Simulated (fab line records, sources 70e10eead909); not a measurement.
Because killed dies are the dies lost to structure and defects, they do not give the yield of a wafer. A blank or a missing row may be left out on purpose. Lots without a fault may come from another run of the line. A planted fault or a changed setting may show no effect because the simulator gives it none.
Matching of chambers || flow nand harc || rie diel-08 running NHARC_A_STAIRCASE_DESCUM_168: 4 sister chambers
The step chemistry O2, time 3 s. 20 wafers are shown with their chamber, then 10 later ones without.

## EACH WAFER AND ITS CHAMBER
{"wafer": "L074.3", "chamber": 0, "drypump motor current A (A)": 5.8, "showerhead plenum p Torr (Torr)": 1.78, "oes product au (a.u.)": 1.003}
{"wafer": "L074.5", "chamber": 3, "drypump motor current A (A)": 6.3, "showerhead plenum p Torr (Torr)": 2.00, "oes product au (a.u.)": 0.968}
{"wafer": "L074.6", "chamber": 0, "drypump motor current A (A)": 5.8, "showerhead plenum p Torr (Torr)": 1.78, "oes product au (a.u.)": 1.005}
{"wafer": "L079.1", "chamber": 2, "drypump motor current A (A)": 5.9, "showerhead plenum p Torr (Torr)": 1.97, "oes product au (a.u.)": 0.992}
{"wafer": "L079.3", "chamber": 1, "drypump motor current A (A)": 5.5, "showerhead plenum p Torr (Torr)": 1.85, "oes product au (a.u.)": 1.010}
{"wafer": "L079.4", "chamber": 3, "drypump motor current A (A)": 6.3, "showerhead plenum p Torr (Torr)": 1.99, "oes product au (a.u.)": 0.999}
{"wafer": "L078.2", "chamber": 2, "drypump motor current A (A)": 5.9, "showerhead plenum p Torr (Torr)": 1.97, "oes product au (a.u.)": 0.998}
{"wafer": "L078.3", "chamber": 0, "drypump motor current A (A)": 5.8, "showerhead plenum p Torr (Torr)": 1.78, "oes product au (a.u.)": 0.979}
{"wafer": "L078.4", "chamber": 3, "drypump motor current A (A)": 6.3, "showerhead plenum p Torr (Torr)": 1.99, "oes product au (a.u.)": 0.993}
{"wafer": "L081.3", "chamber": 1, "drypump motor current A (A)": 5.4, "showerhead plenum p Torr (Torr)": 1.84, "oes product au (a.u.)": 1.020}
{"wafer": "L081.5", "chamber": 1, "drypump motor current A (A)": 5.4, "showerhead plenum p Torr (Torr)": 1.84, "oes product au (a.u.)": 1.027}
{"wafer": "L081.6", "chamber": 0, "drypump motor current A (A)": 5.8, "showerhead plenum p Torr (Torr)": 1.77, "oes product au (a.u.)": 0.992}
{"wafer": "L084.1", "chamber": 2, "drypump motor current A (A)": 5.9, "showerhead plenum p Torr (Torr)": 1.96, "oes product au (a.u.)": 1.000}
{"wafer": "L084.2", "chamber": 0, "drypump motor current A (A)": 5.8, "showerhead plenum p Torr (Torr)": 1.77, "oes product au (a.u.)": 0.982}
{"wafer": "L084.6", "chamber": 1, "drypump motor current A (A)": 5.5, "showerhead plenum p Torr (Torr)": 1.84, "oes product au (a.u.)": 1.012}
{"wafer": "L086.1", "chamber": 1, "drypump motor current A (A)": 5.5, "showerhead plenum p Torr (Torr)": 1.84, "oes product au (a.u.)": 1.003}
{"wafer": "L086.3", "chamber": 2, "drypump motor current A (A)": 5.9, "showerhead plenum p Torr (Torr)": 1.96, "oes product au (a.u.)": 1.008}
{"wafer": "L086.4", "chamber": 0, "drypump motor current A (A)": 5.8, "showerhead plenum p Torr (Torr)": 1.77, "oes product au (a.u.)": 0.994}
{"wafer": "L089.1", "chamber": 0, "drypump motor current A (A)": 5.8, "showerhead plenum p Torr (Torr)": 1.77, "oes product au (a.u.)": 0.995}
{"wafer": "L089.3", "chamber": 2, "drypump motor current A (A)": 5.9, "showerhead plenum p Torr (Torr)": 1.96, "oes product au (a.u.)": 0.998}

SIGNATURES (means of the wafers above)
{"reading": "drypump motor current A", "chamber 0": 5.800, "chamber 1": 5.460, "chamber 2": 5.900, "chamber 3": 6.300, "scatter within a chamber": 0.0274}
{"reading": "showerhead plenum p Torr", "chamber 0": 1.7743, "chamber 1": 1.8420, "chamber 2": 1.9640, "chamber 3": 1.9933, "scatter within a chamber": 0.00523}
{"reading": "oes product au", "chamber 0": 0.99286, "chamber 1": 1.01440, "chamber 2": 0.99920, "chamber 3": 0.98667, "scatter within a chamber": 0.00995}
Rule: distance of a wafer from a chamber = root of the sum over the readings of ((wafer's reading minus chamber's mean) / reading's scatter) squared. If the next closest chamber is less than 2 further off than the closest, the wafer can't be placed; otherwise it belongs to the closest. The scatter: take each reading less its chamber's mean, square it, sum over the shown wafers, divide by the number of wafers less the number of chambers, and take the root.

## WAFERS MISSING THEIR CHAMBER
{"wafer": "L089.6", "drypump motor current A (A)": 6.4, "showerhead plenum p Torr (Torr)": 1.98, "oes product au (a.u.)": 1.010}
{"wafer": "L090.2", "drypump motor current A (A)": 5.4, "showerhead plenum p Torr (Torr)": 1.83, "oes product au (a.u.)": 1.010}
{"wafer": "L090.5", "drypump motor current A (A)": 5.4, "showerhead plenum p Torr (Torr)": 1.83, "oes product au (a.u.)": 1.012}
{"wafer": "L090.6", "drypump motor current A (A)": 5.9, "showerhead plenum p Torr (Torr)": 1.96, "oes product au (a.u.)": 1.002}
{"wafer": "L092.2", "drypump motor current A (A)": 5.5, "showerhead plenum p Torr (Torr)": 1.83, "oes product au (a.u.)": 1.007}
{"wafer": "L092.3", "drypump motor current A (A)": 6.4, "showerhead plenum p Torr (Torr)": 1.98, "oes product au (a.u.)": 1.010}
{"wafer": "L092.5", "drypump motor current A (A)": 6.4, "showerhead plenum p Torr (Torr)": 1.98, "oes product au (a.u.)": 1.002}
{"wafer": "L095.3", "drypump motor current A (A)": 5.8, "showerhead plenum p Torr (Torr)": 2.07, "oes product au (a.u.)": 1.011}
{"wafer": "L095.4", "drypump motor current A (A)": 5.9, "showerhead plenum p Torr (Torr)": 1.95, "oes product au (a.u.)": 0.997}
{"wafer": "L095.6", "drypump motor current A (A)": 5.8, "showerhead plenum p Torr (Torr)": 2.07, "oes product au (a.u.)": 1.010}

## WHICH CHAMBER EACH ONE RAN IN
{"wafer": "L089.6", "from the rows above": 3, "in truth": 3}
{"wafer": "L090.2", "from the rows above": 1, "in truth": 1}
{"wafer": "L090.5", "from the rows above": 1, "in truth": 1}
{"wafer": "L090.6", "from the rows above": 2, "in truth": 2}
{"wafer": "L092.2", "from the rows above": 1, "in truth": 1}
{"wafer": "L092.3", "from the rows above": 3, "in truth": 3}
{"wafer": "L092.5", "from the rows above": 3, "in truth": 3}
{"wafer": "L095.3", "from the rows above": 2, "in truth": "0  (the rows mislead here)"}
{"wafer": "L095.4", "from the rows above": 2, "in truth": 2}
{"wafer": "L095.6", "from the rows above": 2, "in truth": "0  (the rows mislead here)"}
Correct placement for 8 of the 10. Number that these rows cannot place: 0. 2 placed wrongly.
